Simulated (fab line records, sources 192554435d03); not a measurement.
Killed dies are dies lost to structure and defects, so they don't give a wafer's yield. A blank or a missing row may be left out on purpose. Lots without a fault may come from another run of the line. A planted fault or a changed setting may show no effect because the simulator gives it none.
Which tool did it? | flow n5_finfet | 14 lots, 42 wafers sampled, at 2 steps of a route of 1938

WHAT THE GAUGES READ, wafer by wafer
N5_BEOL_M12_RS_MEAS_54: measures by four-point-probe. Usual: M12_RS 0.0598 ohm/sq, standard deviation 0.00065.
lot  | measured     | on            | M12_RS (ohm/sq)      | flag
L198 | day 10 19:50 | film_metro-02 | 0.0609 0.0605 0.0592 |
L199 | day 11 00:02 | film_metro-01 | 0.0603 0.0601 0.0601 |
L201 | day 11 12:31 | film_metro-01 | 0.0596 0.0599 0.0598 |
L200 | day 11 14:45 | film_metro-02 | 0.0588 0.0590 0.0586 |
L202 | day 11 15:32 | film_metro-01 | 0.0615 0.0600 0.0600 |
L204 | day 12 14:33 | film_metro-01 | 0.0598 0.0599 0.0607 |
L207 | day 12 23:09 | film_metro-02 | 0.0595 0.0597 0.0592 |
L209 | day 14 01:30 | film_metro-01 | 0.0590 0.0595 0.0600 |
L213 | day 14 05:07 | film_metro-01 | 0.0599 0.0602 0.0602 |
L215 | day 15 05:53 | film_metro-01 | 0.0599 0.0590 0.0603 |
L217 | day 15 06:26 | film_metro-02 | 0.0600 0.0594 0.0595 |
L216 | day 15 09:43 | film_metro-02 | 0.0584 0.0600 0.0585 |
L218 | day 15 13:23 | film_metro-02 | 0.0591 0.0596 0.0602 |
L220 | day 16 23:53 | film_metro-01 | 0.0602 0.0596 0.0596 |

WHICH TOOL RAN EACH LOT (tool, then ch and the chambers of the sampled wafers, then the start)
lot  | N5_BEOL_M12_SPUTTER_45
L198 | pvd_sputter-01, day 10 18:52
L199 | pvd_sputter-01, day 10 22:18
L201 | pvd_sputter-01, day 11 11:31
L200 | pvd_sputter-02, day 11 13:44
L202 | pvd_sputter-01, day 11 14:26
L204 | pvd_sputter-03, day 12 13:07
L207 | pvd_sputter-01, day 12 21:54
L209 | pvd_sputter-01, day 14 00:30
L213 | pvd_sputter-01, day 14 04:08
L215 | pvd_sputter-01, day 15 04:53
L217 | pvd_sputter-01, day 15 05:27
L216 | pvd_sputter-03, day 15 08:10
L218 | pvd_sputter-01, day 15 12:25
L220 | pvd_sputter-03, day 16 22:34
- N5_BEOL_M12_SPUTTER_45: material Cu, target thk 80 nm, time 13.33 s.

WHAT THE TOOLS THEMSELVES READ (means of the sampled wafers that have a number; where no wafer has one, the mark that the record gives instead)
N5_BEOL_M12_SPUTTER_45. Usual: bias_v 60.0 V, standard deviation 0.61; throttle_valve_pct 29.5 %, standard deviation 1.2.
lot  | tool           | bias_v (V) | throttle_valve_pct (%) | flag
L198 | pvd_sputter-01 | 60.5       | 29.9                   |
L199 | pvd_sputter-01 | 60.2       | 29.7                   |
L201 | pvd_sputter-01 | 60.0       | 29.4                   |
L200 | pvd_sputter-02 | 59.8       | 29.5                   |
L202 | pvd_sputter-01 | 59.8       | 29.0                   |
L204 | pvd_sputter-03 | 59.9       | 30.2                   |
L207 | pvd_sputter-01 | 60.0       | 29.7                   |
L209 | pvd_sputter-01 | 60.1       | 28.8                   |
L213 | pvd_sputter-01 | 59.4       | 30.0                   |
L215 | pvd_sputter-01 | 60.0       | 28.3                   |
L217 | pvd_sputter-01 | 60.9       | 28.8                   |
L216 | pvd_sputter-03 | 59.7       | 29.9                   |
L218 | pvd_sputter-01 | 60.5       | 29.9                   |
L220 | pvd_sputter-03 | 59.4       | 30.1                   |

THE ANSWER, worked out from the rows above alone
Rule: a lot is off if the mean of its wafers that have a number lies more than 3 standard deviations from the usual mean. A lot without any number at a reading at which 4 lots or more have one is off too. The other lots that the step has rows for count as sound. The gauges are gone through in route order, then the tools' own readings, and for those a lot's mean is taken as printed above. The first step at which some lot is off is used, and at that step the reading that is off furthest; a lot without a number counts as furthest.
No lot is off at any reading shown: from this, nothing can be told.

WHAT THE SIMULATOR HAD PUT IN
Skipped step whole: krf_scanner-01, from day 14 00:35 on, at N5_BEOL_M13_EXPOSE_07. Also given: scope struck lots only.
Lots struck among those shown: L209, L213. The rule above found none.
